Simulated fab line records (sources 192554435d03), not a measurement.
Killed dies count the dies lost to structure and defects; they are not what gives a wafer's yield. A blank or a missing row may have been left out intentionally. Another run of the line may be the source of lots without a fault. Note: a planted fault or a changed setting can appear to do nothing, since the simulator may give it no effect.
Which tool did it?	flow n5-finfet	Sampling: 12 lots, 35 wafers, 5 of 1938 route steps

## WHAT THE GAUGES SHOWED, per wafer
N5_PASSIVATION_INSPECT_64: inspects for defects (macro).
lot	measured	on	raw-defect-count
L232	day 12 06:13	defect-inspect-01	1 2 2
L233	day 12 23:43	defect-inspect-02	1 0 3
L237	day 13 04:46	defect-inspect-01	4 7 4
L235	day 13 09:12	defect-inspect-02	1 0 1
L238	day 13 16:23	defect-inspect-01	1 2 0
L241	day 14 18:31	defect-inspect-02	3 3 1
L242	day 15 02:07	defect-inspect-02	3 3 3
L244	day 15 07:56	defect-inspect-01	5 0 2
L245	day 15 22:37	defect-inspect-01	0 2 2
L248	day 16 08:28	defect-inspect-01	1 2
L249	day 16 20:01	defect-inspect-01	2 6 0
L255	day 18 08:50	defect-inspect-01	2 2 3

N5_PASSIVATION_CD_MEAS_44: target cd 40000 nm.
lot	measured	on	cd-nm (nm)
L232	day 12 07:53	cd-sem-01	40004 40006 40004
L233	day 13 01:32	cd-sem-01	40004 40005 40004
L237	day 13 06:43	cd-sem-01	39997 39999 40002
L235	day 13 10:53	cd-sem-02	39999 40002 40003
L238	day 13 18:53	cd-sem-01	40003 40003 40001
L241	day 14 21:10	cd-sem-02	39997 39997 39998
L242	day 15 04:36	cd-sem-03	40003 40004 40001
L244	day 15 10:15	cd-sem-01	40001 40003 40000
L245	day 16 00:18	cd-sem-03	40028 40000 40028
L248	day 16 10:15	cd-sem-01	39998 40026
L249	day 16 21:59	cd-sem-03	39998 40001 40021
L255	day 18 10:40	cd-sem-01	40005 40010 40002

N5_PASSIVATION_OVL_MEAS_66.
lot	measured	on	PASS_OPEN_OVL (nm)
L232	day 12 07:55	overlay-02	2 0 -7
L233	day 13 01:34	overlay-02	-3 -5 -9
L237	day 13 06:45	overlay-01	-3 -2 -5
L235	day 13 10:55	overlay-02	0 0 0
L238	day 13 18:55	overlay-02	2 0 3
L241	day 14 21:11	overlay-01	-6 1 0
L242	day 15 04:38	overlay-01	-4 -7 0
L244	day 15 10:17	overlay-02	8 0 5
L245	day 16 00:20	overlay-01	-5 2 -2
L248	day 16 10:17	overlay-02	4 -3
L249	day 16 22:01	overlay-01	-8 -8 -3
L255	day 18 10:41	overlay-01	0 -10 -2

## EACH LOT AND THE TOOL THAT RAN IT (in order: tool; ch and the chambers of the sampled wafers; start)
lot	N5_PASSIVATION_PECVD_55	N5_PASSIVATION_EXPOSE_41
L232	pecvd-03 ch 0,1,2, day 12 01:31	krf-scanner-01 ch 0, day 12 07:43
L233	pecvd-02 ch 1,2, day 12 21:10	krf-scanner-02 ch 0, day 13 01:21
L237	pecvd-03 ch 0,1, day 13 00:32	krf-scanner-01 ch 0, day 13 06:32
L235	pecvd-02 ch 0,1,2, day 13 04:51	krf-scanner-01 ch 0, day 13 10:42
L238	pecvd-02 ch 0,1,2, day 13 11:46	krf-scanner-01 ch 0, day 13 18:43
L241	pecvd-02 ch 0,1,2, day 14 16:00	krf-scanner-01 ch 0, day 14 21:00
L242	pecvd-03 ch 0,1,2, day 14 21:47	krf-scanner-02 ch 0, day 15 04:26
L244	pecvd-03 ch 0,1,2, day 15 03:53	krf-scanner-01 ch 0, day 15 10:04
L245	pecvd-02 ch 0,1, day 15 17:02	krf-scanner-01 ch 0, day 16 00:07
L248	pecvd-03 ch 0, day 16 05:39	krf-scanner-01 ch 0, day 16 10:05
L249	pecvd-02 ch 0,1,2, day 16 16:47	krf-scanner-01 ch 0, day 16 21:49
L255	pecvd-04 ch 0,1,2, day 18 04:04	krf-scanner-02 ch 0, day 18 10:29
- N5_PASSIVATION_PECVD_55: deposits SiO2 from SiH4/N2O, target thk 400 nm, time 22.5 s.
- N5_PASSIVATION_EXPOSE_41: exposes mask PASS OPEN, defocus 0 nm, target cd 40000 nm.

## AS READ BY THE TOOLS THEMSELVES (means over the sampled wafers that have a number; for cases with no such wafer, the mark the record gives instead)
N5_PASSIVATION_PECVD_55.
lot	tool	chamber-pressure-Torr (Torr)	heater-power-outer-w (W)	heater-power-w (W)	showerhead-plenum-p-Torr (Torr)	throttle-valve-pct (%)
L232	pecvd-03	2.700	342	602	8.19	55
L233	pecvd-02	2.700	412	704	8.15	50
L237	pecvd-03	2.704	237	475	8.16	56
L235	pecvd-02	2.698	371	650	8.19	50
L238	pecvd-02	2.697	351	610	8.19	50
L241	pecvd-02	2.702	347	611	8.19	50
L242	pecvd-03	2.702	344	603	8.18	55
L244	pecvd-03	2.704	356	621	8.18	55
L245	pecvd-02	2.702	425	735	8.20	51
L248	pecvd-03	2.702	241	496	8.17	55
L249	pecvd-02	2.702	374	645	8.19	51
L255	pecvd-04	2.701	439	791	8.17	49

## THE ANSWER, worked out from the rows above alone
Rule: usual is defined by the lots themselves. Put in order of their means at a reading, lots are off if they are a third of the lots or fewer, leave a main group of 4 or more, and stand apart from it by a gap of 3 or more times the standard deviation of the main group's means; of several such gaps the widest counts. A main group is skipped when, at the precision printed for the reading in the tables above, its means are all equal. Also off: a lot with no number at a reading for which 4 or more lots have one. The other lots that the step has rows for count as sound. The gauges are gone through in route order, then the tools' own readings, and for those a lot's mean is taken as printed above. At the first step where some lot is off, the reading lying furthest off is the one used; lots without a number count as furthest.
No lot is off at any reading shown: from this, nothing can be told.

## WHAT HAD BEEN PUT IN BY THE SIMULATOR
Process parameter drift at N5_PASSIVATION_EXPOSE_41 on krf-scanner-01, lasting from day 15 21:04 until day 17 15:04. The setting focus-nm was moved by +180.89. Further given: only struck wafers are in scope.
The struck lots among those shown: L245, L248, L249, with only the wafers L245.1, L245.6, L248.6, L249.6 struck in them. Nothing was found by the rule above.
